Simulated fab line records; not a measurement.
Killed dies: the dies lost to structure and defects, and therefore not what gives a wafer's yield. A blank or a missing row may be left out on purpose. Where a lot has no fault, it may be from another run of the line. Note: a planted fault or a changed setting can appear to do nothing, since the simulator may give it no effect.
Chamber matching / flow nandHarc / NHARC_A_CONTACT_DEP_85 on pecvd-01 has 3 sister chambers
The step deposits SiON, target thk 50 nm. 6 wafers are shown with their chamber, then 9 later ones without.

WAFERS WITH THEIR CHAMBER
wafer=L087.2; chamber=0; heaterPowerW (W)=894
wafer=L087.4; chamber=0; heaterPowerW (W)=890
wafer=L087.5; chamber=2; heaterPowerW (W)=552
wafer=L086.1; chamber=2; heaterPowerW (W)=511
wafer=L086.3; chamber=1; heaterPowerW (W)=885
wafer=L086.6; chamber=1; heaterPowerW (W)=877

WAFERS WITH NO CHAMBER GIVEN
wafer=L090.3; heaterPowerW (W)=854
wafer=L090.5; heaterPowerW (W)=843
wafer=L090.6; heaterPowerW (W)=873
wafer=L091.1; heaterPowerW (W)=772
wafer=L091.3; heaterPowerW (W)=553
wafer=L091.4; heaterPowerW (W)=781
wafer=L096.2; heaterPowerW (W)=889
wafer=L096.3; heaterPowerW (W)=820
wafer=L096.6; heaterPowerW (W)=825

WHICH CHAMBER EACH WENT THROUGH
wafer=L090.3; from the rows above=can't be placed: 1 or 0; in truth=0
wafer=L090.5; from the rows above=can't be placed: 1 or 0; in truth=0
wafer=L090.6; from the rows above=can't be placed: 1 or 0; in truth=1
wafer=L091.1; from the rows above=can't be placed: 1 or 0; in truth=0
wafer=L091.3; from the rows above=2; in truth=2
wafer=L091.4; from the rows above=can't be placed: 1 or 0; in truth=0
wafer=L096.2; from the rows above=can't be placed: 0 or 1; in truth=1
wafer=L096.3; from the rows above=can't be placed: 1 or 0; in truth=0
wafer=L096.6; from the rows above=can't be placed: 1 or 0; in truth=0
Placed correctly: 1 of 9. Unplaceable from these rows: 8, with the true chamber sitting among the candidates in 8. Number placed wrongly: 0.
How it was worked out, from the rows above alone: a wafer's distance from a chamber is the root of the sum, over the readings, of the square of ((its reading less the chamber's mean) divided by the reading's scatter). The wafer belongs to the nearest chamber; if the next one is less than 2 further off, it can't be placed. For every chamber, the mean is computed from those of its wafers that are shown. The scatter is the square root of a quotient: the sum, over the shown wafers, of each reading's squared deviation from its chamber's mean, divided by wafers minus chambers.
